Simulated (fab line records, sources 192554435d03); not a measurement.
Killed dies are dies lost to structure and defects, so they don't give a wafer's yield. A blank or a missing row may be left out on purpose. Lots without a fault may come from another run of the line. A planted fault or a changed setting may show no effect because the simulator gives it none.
Chamber matching | flow n5_finfet | N5_BEOL_M9_ETCH_62 on rie_diel-06: 4 sister chambers
The step etches SOC in N2/H2, target depth 110 nm, overetch 22 nm, time 165 s. 8 wafers are shown with their chamber, then 9 later ones without.

WAFERS WITH THEIR CHAMBER
wafer  | chamber | showerhead_plenum_p_Torr (Torr) | oes_product_au (a.u.)
L082.4 | 1       | 2.60                            | 0.72
L088.4 | 2       | 2.61                            | 0.84
L089.1 | 3       | 2.53                            | 0.63
L089.4 | 2       | 2.61                            | 0.83
L089.6 | 0       | 2.53                            | 0.61
L086.1 | 3       | 2.53                            | 0.62
L086.4 | 0       | 2.53                            | 0.62
L086.5 | 1       | 2.59                            | 0.70

WAFERS WITHOUT THEIR CHAMBER
wafer  | showerhead_plenum_p_Torr (Torr) | oes_product_au (a.u.)
L090.2 | 2.59                            | 0.69
L090.3 | 2.60                            | 0.80
L090.4 | 2.52                            | 0.62
L095.2 | 2.59                            | 0.69
L095.3 | 2.53                            | 0.63
L095.6 | 2.60                            | 0.81
L096.3 | 2.52                            | 0.61
L096.4 | 2.52                            | 0.62
L096.6 | 2.52                            | 0.60

WHICH CHAMBER EACH WENT THROUGH
wafer  | from the rows above     | in truth
L090.2 | 1                       | 1
L090.3 | 2                       | 2
L090.4 | can't be placed: 0 or 3 | 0
L095.2 | 1                       | 1
L095.3 | can't be placed: 3 or 0 | 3
L095.6 | 2                       | 2
L096.3 | can't be placed: 0 or 3 | 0
L096.4 | can't be placed: 0 or 3 | 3
L096.6 | can't be placed: 0 or 3 | 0
Placed correctly: 4 of 9. Can't be placed from these rows: 5 (the true chamber is among the candidates in 5). Placed wrongly: 0.
How it was worked out, from the rows above alone: a wafer's distance from a chamber is the root of the sum, over the readings, of the square of ((its reading less the chamber's mean) divided by the reading's scatter). The wafer belongs to the nearest chamber; if the next one is less than 2 further off, it can't be placed. A chamber's mean is the mean of its shown wafers. The scatter: the root of (the sum of the squares of (reading less its chamber's mean) over the shown wafers, divided by (wafers less chambers)).
